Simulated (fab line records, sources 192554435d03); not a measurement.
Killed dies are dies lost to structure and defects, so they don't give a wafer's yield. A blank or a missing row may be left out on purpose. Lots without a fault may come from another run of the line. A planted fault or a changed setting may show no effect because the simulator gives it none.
Chamber matching | flow n5_finfet | N5_ILD0_CMP_12 on cmp-01: 4 sister chambers
The step polishes SiNx, stops on poly-Si, t overpolish 6 s, target thk 17.67 nm. 8 wafers are shown with their chamber, then 8 later ones without.

WAFERS WITH THEIR CHAMBER
wafer  | chamber | motor_current_A (A) | time_to_endpoint_s (s)
L086.1 | 0       | 10.3                | 32.7
L086.4 | 3       | 9.4                 | 31.9
L089.3 | 1       | 9.3                 | 31.1
L089.6 | 2       | 9.1                 | 30.0
L090.1 | 3       | 9.0                 | 31.4
L090.4 | 1       | 9.6                 | 32.7
L090.6 | 0       | 9.4                 | 29.5
L093.1 | 2       | 8.8                 | 31.3

WAFERS WITHOUT THEIR CHAMBER
wafer  | motor_current_A (A) | time_to_endpoint_s (s)
L093.4 | 9.2                 | 30.6
L093.5 | 9.2                 | 32.6
L095.1 | 9.5                 | 29.3
L095.3 | 9.2                 | 28.3
L095.6 | 9.0                 | 28.7
L097.1 | 9.5                 | 30.5
L097.2 | 9.2                 | 30.1
L097.6 | 8.9                 | 29.8

WHICH CHAMBER EACH WENT THROUGH
wafer  | from the rows above               | in truth
L093.4 | can't be placed: 2 or 3 or 1 or 0 | 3
L093.5 | can't be placed: 3 or 1 or 2 or 0 | 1
L095.1 | can't be placed: 0 or 2 or 3 or 1 | 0
L095.3 | can't be placed: 2 or 3 or 0 or 1 | 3
L095.6 | can't be placed: 2 or 3 or 1 or 0 | 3
L097.1 | can't be placed: 0 or 1 or 3 or 2 | 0
L097.2 | can't be placed: 2 or 3 or 1 or 0 | 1
L097.6 | can't be placed: 2 or 3 or 1      | 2
Placed correctly: 0 of 8. Can't be placed from these rows: 8 (the true chamber is among the candidates in 8). Placed wrongly: 0.
How it was worked out, from the rows above alone: a wafer's distance from a chamber is the root of the sum, over the readings, of the square of ((its reading less the chamber's mean) divided by the reading's scatter). The wafer belongs to the nearest chamber; if the next one is less than 2 further off, it can't be placed. A chamber's mean is the mean of its shown wafers. The scatter: the root of (the sum of the squares of (reading less its chamber's mean) over the shown wafers, divided by (wafers less chambers)).
